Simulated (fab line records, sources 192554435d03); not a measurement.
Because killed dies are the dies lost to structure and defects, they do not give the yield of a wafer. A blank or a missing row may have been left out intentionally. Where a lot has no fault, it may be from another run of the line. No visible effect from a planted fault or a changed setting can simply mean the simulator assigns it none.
Check of tool commonality + flow n5_finfet + Lots sampled 9, wafers sampled 27

THE REASON FOR OPENING IT
Of 9 lots, 3 have the reading RS_SD_N flagged at N5_SD_ACTIVATION_RS_MEAS_03. Wafers without a fault read 22.0 ohm/sq, standard deviation 0.31.
Rule: a lot gets a flag if all its wafers with a number sit over 4 standard deviations from that mean, or if no wafer of it has a number. All remaining lots are regarded as sound.

| lot  | measured    | on            | RS_SD_N (ohm/sq), wafer by wafer | flag    |
|------|-------------|---------------|----------------------------------|---------|
| L262 | day 4 10:34 | film_metro-01 | 22.3 21.7 21.7                   |         |
| L268 | day 6 01:11 | film_metro-02 | 29.8 30.9 30.1                   | FLAGGED |
| L269 | day 6 11:04 | film_metro-02 | 29.4 29.9 29.7                   | FLAGGED |
| L270 | day 6 18:02 | film_metro-02 | 29.7 29.7 29.8                   | FLAGGED |
| L272 | day 7 01:10 | film_metro-01 | 22.5 22.1 22.0                   |         |
| L275 | day 8 00:33 | film_metro-02 | 22.5 22.3 22.1                   |         |
| L276 | day 8 02:05 | film_metro-02 | 21.7 21.9 22.1                   |         |
| L278 | day 8 15:59 | film_metro-01 | 22.4 21.9 21.8                   |         |
| L281 | day 9 10:19 | film_metro-01 | 22.1 21.7 22.2                   |         |
The numbers of the flagged lots are 29.9 ohm/sq on average: +7.9 ohm/sq against the usual, or +25 standard deviations.

EACH LOT AND THE TOOL IT RAN ON
The record keeps 1 process step preceding the reading, out of 1938 steps on the route. Every cell lists first the tool, next ch and the chambers used by the sampled wafers, and last the start.
| lot  | flag    | N5_SD_ACTIVATION_LSA_01           |
|------|---------|-----------------------------------|
| L262 |         | laser_anneal-01 ch 0, day 4 10:22 |
| L268 | FLAGGED | laser_anneal-01, day 6 00:59      |
| L269 | FLAGGED | laser_anneal-02, day 6 10:53      |
| L270 | FLAGGED | laser_anneal-01, day 6 17:50      |
| L272 |         | laser_anneal-02 ch 0, day 7 00:59 |
| L275 |         | laser_anneal-01 ch 0, day 8 00:21 |
| L276 |         | laser_anneal-02 ch 0, day 8 01:53 |
| L278 |         | laser_anneal-02 ch 0, day 8 15:47 |
| L281 |         | laser_anneal-01 ch 0, day 9 10:07 |
What these steps do:
- N5_SD_ACTIVATION_LSA_01: time 0.0008 s.
- N5_SD_ACTIVATION_RS_MEAS_03: measures by four-point-probe.

FLAGGED OVER TOTAL, TOOL BY TOOL (the gauges that took the reading come last)
| step                        | tool            | lots run | flagged | share of the flagged lots | sound lots run after its first flagged lot |
|-----------------------------|-----------------|----------|---------|---------------------------|--------------------------------------------|
| N5_SD_ACTIVATION_LSA_01     | laser_anneal-01 | 5        | 2       | some                      | 2 (L275,L281)                              |
| N5_SD_ACTIVATION_LSA_01     | laser_anneal-02 | 4        | 1       | some                      | 3 (L272,L276,L278)                         |
| N5_SD_ACTIVATION_RS_MEAS_03 | film_metro-01   | 4        | 0       | none                      | -                                          |
| N5_SD_ACTIVATION_RS_MEAS_03 | film_metro-02   | 5        | 3       | all                       | 2 (L275,L276)                              |

THE TABLE: WHAT IT ALLOWS
1 row of the table ran every flagged lot: film_metro-02 at N5_SD_ACTIVATION_RS_MEAS_03.
- film_metro-02 at N5_SD_ACTIVATION_RS_MEAS_03 ran 5 lots, 3 of them flagged. After the first flagged lot (L275, L276), sound lots still ran on it; a lasting fault on the whole tool would not permit that.
There is no row in the table that ran each flagged lot and no sound lot after the first.

WHAT HAD BEEN PUT IN BY THE SIMULATOR
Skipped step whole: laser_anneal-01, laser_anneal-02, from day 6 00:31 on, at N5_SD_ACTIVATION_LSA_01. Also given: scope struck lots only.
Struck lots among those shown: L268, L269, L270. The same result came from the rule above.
